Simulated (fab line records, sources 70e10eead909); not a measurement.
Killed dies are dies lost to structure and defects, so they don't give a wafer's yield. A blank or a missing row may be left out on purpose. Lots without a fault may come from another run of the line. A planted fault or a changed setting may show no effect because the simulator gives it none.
Chamber matching | flow nand_harc | NHARC_A_CHANNEL_FILL_D1_ALD_14 on ald_hk-02: 4 sister chambers
The step deposits SiO2, target thk 2.5 nm, pulse time 10 s, ald cycles 25. 8 wafers are shown with their chamber, then 8 later ones without.

WAFERS WITH THEIR CHAMBER
wafer  | chamber | heater_power_w (W) | precursor_pulse_height_rel
L835.1 | 3       | 464                | 0.978
L835.5 | 0       | 469                | 1.014
L836.4 | 3       | 465                | 1.018
L836.5 | 1       | 424                | 1.027
L839.1 | 1       | 434                | 0.994
L839.4 | 2       | 520                | 0.994
L839.5 | 2       | 527                | 0.984
L849.1 | 0       | 469                | 0.947

WAFERS WITHOUT THEIR CHAMBER
wafer  | heater_power_w (W) | precursor_pulse_height_rel
L849.3 | 518                | 1.036
L849.5 | 466                | 1.014
L848.2 | 426                | 0.975
L848.5 | 524                | 1.004
L848.6 | 430                | 1.017
L847.4 | 443                | 1.010
L847.5 | 434                | 0.996
L847.6 | 460                | 0.985

WHICH CHAMBER EACH WENT THROUGH
wafer  | from the rows above     | in truth
L849.3 | 2                       | 2
L849.5 | can't be placed: 3 or 0 | 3
L848.2 | 1                       | 1
L848.5 | 2                       | 2
L848.6 | 1                       | 1
L847.4 | can't be placed: 1 or 3 | 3
L847.5 | 1                       | 1
L847.6 | can't be placed: 3 or 0 | 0
Placed correctly: 5 of 8. Can't be placed from these rows: 3 (the true chamber is among the candidates in 3). Placed wrongly: 0.
How it was worked out, from the rows above alone: a wafer's distance from a chamber is the root of the sum, over the readings, of the square of ((its reading less the chamber's mean) divided by the reading's scatter). The wafer belongs to the nearest chamber; if the next one is less than 2 further off, it can't be placed. A chamber's mean is the mean of its shown wafers. The scatter: the root of (the sum of the squares of (reading less its chamber's mean) over the shown wafers, divided by (wafers less chambers)).
